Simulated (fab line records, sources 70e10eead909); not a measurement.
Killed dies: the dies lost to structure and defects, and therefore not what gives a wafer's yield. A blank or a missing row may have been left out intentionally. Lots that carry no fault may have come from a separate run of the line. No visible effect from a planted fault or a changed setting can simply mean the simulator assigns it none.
Chamber matching	flow nand_harc	pecvd-03 running NHARC_P_M1_PRE_CLEAN_32: 3 sister chambers
The step time 12 s. 6 wafers are shown with their chamber, then 7 later ones without.

## WAFERS, EACH WITH ITS CHAMBER
wafer	chamber	heater_power_w (W)
L615.3	0	616
L618.2	1	613
L618.4	2	606
L618.6	0	699
L621.2	1	522
L621.3	2	546

## WAFERS WITH NO CHAMBER GIVEN
wafer	heater_power_w (W)
L621.4	519
L623.1	547
L623.3	606
L623.5	532
L626.2	657
L626.5	663
L626.6	586

## WHICH CHAMBER EACH ONE RAN IN
wafer	from the rows above	in truth
L621.4	can't be placed: 1 or 2 or 0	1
L623.1	can't be placed: 1 or 2 or 0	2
L623.3	can't be placed: 2 or 1 or 0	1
L623.5	can't be placed: 1 or 2 or 0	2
L626.2	can't be placed: 0 or 2 or 1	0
L626.5	can't be placed: 0 or 2 or 1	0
L626.6	can't be placed: 2 or 1 or 0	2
0 of 7 placed correctly. Can't be placed from these rows: 7 (the true chamber is among the candidates in 7). Wrongly placed: 0.
How it was worked out, from the rows above alone: a wafer's distance from a chamber is the root of the sum, over the readings, of the square of ((its reading less the chamber's mean) divided by the reading's scatter). The wafer belongs to the nearest chamber; if the next one is less than 2 further off, it can't be placed. A chamber's mean is the mean of its shown wafers. The scatter is the square root of a quotient: the sum, over the shown wafers, of each reading's squared deviation from its chamber's mean, divided by wafers minus chambers.
